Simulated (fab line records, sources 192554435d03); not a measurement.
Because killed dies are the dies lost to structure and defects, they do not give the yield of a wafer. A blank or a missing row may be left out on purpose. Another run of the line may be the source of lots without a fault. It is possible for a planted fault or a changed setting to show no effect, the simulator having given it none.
Split-lot trial    flow n5Finfet    route with 1938 steps; 7 lots, 21 wafers read

== SPLIT DETAILS ==
At N5_BEOL_M15_SPUTTER_43 (material TaN, target thk 15 nm, time 24.19 s), the setting timeS was moved away from the recipe's 24.19 s on 7 of the 21 wafers read, by -13.9% to +14.4%. This setting was run at the recipe's value on the other wafers.

Reading taken at the split's own step.

== THE READING ==
TaN_of_BEOL_M15_SPUTTER_43.thkNm (the simulator's own value, which no gauge read), in nm, at N5_BEOL_M15_SPUTTER_43 (material TaN, target thk 15 nm, time 24.19 s). No usual value for it is given in the file. Here, 14 wafers ran the recipe; their average is 15.2 nm with a standard deviation of 0.22 nm.

wafer   tool, chamber at the split  timeS as run, s  against the recipe  TaN_of_BEOL_M15_SPUTTER_43.thkNm, nm  against lot-mates on the recipe
L077.4  pvdSputter-01, -            27.67            +14.4%              17.4                                  +2.2
L077.6  pvdSputter-01, -            27.67            +14.4%              17.4                                  +2.2
L077.5  pvdSputter-01, -            24.19            recipe              15.2                                  -
L076.1  pvdSputter-01, -            24.19            recipe              15                                    -
L076.6  pvdSputter-01, -            24.19            recipe              15                                    -
L076.4  pvdSputter-01, -            24.19            recipe              15.2                                  -
L078.1  pvdSputter-01, -            25.98            +7.4%               16.8                                  +1.3
L078.3  pvdSputter-01, -            24.19            recipe              15.4                                  -
L078.5  pvdSputter-01, -            24.19            recipe              15.6                                  -
L083.2  pvdSputter-01, -            20.83            -13.9%              13                                    no lot-mate on the recipe
L083.6  pvdSputter-01, -            20.83            -13.9%              13                                    no lot-mate on the recipe
L083.4  pvdSputter-01, -            20.83            -13.9%              12.8                                  no lot-mate on the recipe
L089.2  pvdSputter-01, -            24.19            recipe              15.2                                  -
L089.4  pvdSputter-01, -            24.19            recipe              15.2                                  -
L089.6  pvdSputter-01, -            24.19            recipe              15.2                                  -
L090.1  pvdSputter-01, -            24.19            recipe              15.2                                  -
L090.3  pvdSputter-01, -            24.19            recipe              15.4                                  -
L090.5  pvdSputter-01, -            24.19            recipe              15.4                                  -
L096.2  pvdSputter-03, -            24.19            recipe              14.8                                  -
L096.5  pvdSputter-03, -            24.19            recipe              14.8                                  -
L096.6  pvdSputter-03, -            21.2             -12.4%              13                                    -1.8

FIT RESULTS
A straight line over all 21 wafers: TaN_of_BEOL_M15_SPUTTER_43.thkNm changes by +0.164 nm for each +1% of timeS; r = +0.99; the points scatter about the line by 0.22 nm.
The same after taking each lot's own level away (the mean of its wafers on the recipe; 18 wafers): +0.153 nm for each +1%; r = +1.00; scatter 0.081 nm.
The reading moves by 2.2 nm for the largest change in timeS, on that fit.
The lots' own levels span 14.80 to 15.50 nm, that is 3.2 times the standard deviation above.
So the lot-to-lot level changes the slope little: the two slopes agree.
Check: with one of the wafers moved furthest among these (+14.4%) left out of the fit, the line predicts +2.21 nm for it against its lot-mates. Against them it came out at +2.2 nm.

== THE OTHER SPLITS THESE WAFERS WENT THROUGH ==
Other splits were also applied to these wafers ahead of the reading. Each is held against what the fit with the lots' levels taken away leaves over:
other split on the same wafers  wafers away from the commonest value  r with TaN_of_BEOL_M15_SPUTTER_43.thkNm (lot level and that fit taken away)
N5_BEOL_M9_ETCH_66 timeS        9                                     -0.31
N5_BEOL_M10_COAT_63 spinRpm     6                                     -0.05
N5_BEOL_M10_COAT_64 spinRpm     5                                     -0.16
N5_BEOL_M11_COAT_22 spinRpm     11                                    +0.18
N5_BEOL_M11_EXPOSE_25 doseMj    7                                     -0.16
N5_BEOL_M12_SPUTTER_43 powerW   3                                     +0.06
N5_BEOL_M13_SPUTTER_44 powerW   5                                     +0.11
N5_BEOL_M15_ILD_DEP_00 timeS    6                                     +0.27

== THE FILE'S OWN FIT ==
TaN_of_BEOL_M15_SPUTTER_43.thkNm changes by +0.153 nm for each +1% of timeS, r = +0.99.
